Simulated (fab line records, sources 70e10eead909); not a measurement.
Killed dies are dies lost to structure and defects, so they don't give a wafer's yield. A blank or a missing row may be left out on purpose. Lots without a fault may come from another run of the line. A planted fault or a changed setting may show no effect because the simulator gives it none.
Which tool did it? | flow nand_harc | 6 lots, 18 wafers sampled, at 3 steps of a route of 1159

WHAT THE GAUGES READ, wafer by wafer
NHARC_P_GATE_CD_MEAS_46: target cd 720 nm.
lot  | measured     | on        | cd_nm (nm)
L826 | day 8 12:19  | cd_sem-01 | 719.6 718.9 723.7
L828 | day 8 18:40  | cd_sem-02 | 722.1 722.0 722.5
L830 | day 9 08:13  | cd_sem-01 | 720.7 720.9 721.8
L833 | day 9 18:29  | cd_sem-02 | 719.5 720.2 717.9
L834 | day 10 12:29 | cd_sem-03 | 720.7 720.7 721.0
L836 | day 10 18:57 | cd_sem-03 | 723.4 719.6 719.5

WHICH TOOL RAN EACH LOT (tool, then ch and the chambers of the sampled wafers, then the start)
lot  | NHARC_P_GATE_DESCUM_31             | NHARC_P_GATE_EXPOSE_43
L826 | rie_diel-02 ch 1,2, day 8 00:31    | krf_scanner-02 ch 0, day 8 12:10
L828 | rie_diel-02 ch 0,2,3, day 8 06:39  | krf_scanner-02 ch 0, day 8 18:31
L830 | rie_diel-04 ch 0,3, day 8 20:20    | krf_scanner-04 ch 0, day 9 08:04
L833 | rie_diel-02 ch 0,2,3, day 9 06:41  | krf_scanner-03 ch 0, day 9 18:20
L834 | rie_diel-08 ch 0,1,3, day 10 00:42 | krf_scanner-04 ch 0, day 10 12:20
L836 | rie_diel-08 ch 0,1,2, day 10 07:15 | krf_scanner-04 ch 0, day 10 18:48
- NHARC_P_GATE_DESCUM_31: chemistry O2, time 3 s.
- NHARC_P_GATE_EXPOSE_43: exposes mask P NSD, target cd 720 nm.

THE ANSWER, worked out from the rows above alone
Rule: what is usual is taken from the lots themselves. Put in order of their means at a reading, lots are off if they are a third of the lots or fewer, leave a main group of 4 or more, and stand apart from it by a gap of 3 or more times the standard deviation of the main group's means; of several such gaps the widest counts. A main group whose means are all the same, to the digits that the tables above print for the reading, isn't used. A lot without any number at a reading at which 4 lots or more have one is off too. The other lots that the step has rows for count as sound.
No lot is off at any reading shown: from this, nothing can be told.

WHAT THE SIMULATOR HAD PUT IN
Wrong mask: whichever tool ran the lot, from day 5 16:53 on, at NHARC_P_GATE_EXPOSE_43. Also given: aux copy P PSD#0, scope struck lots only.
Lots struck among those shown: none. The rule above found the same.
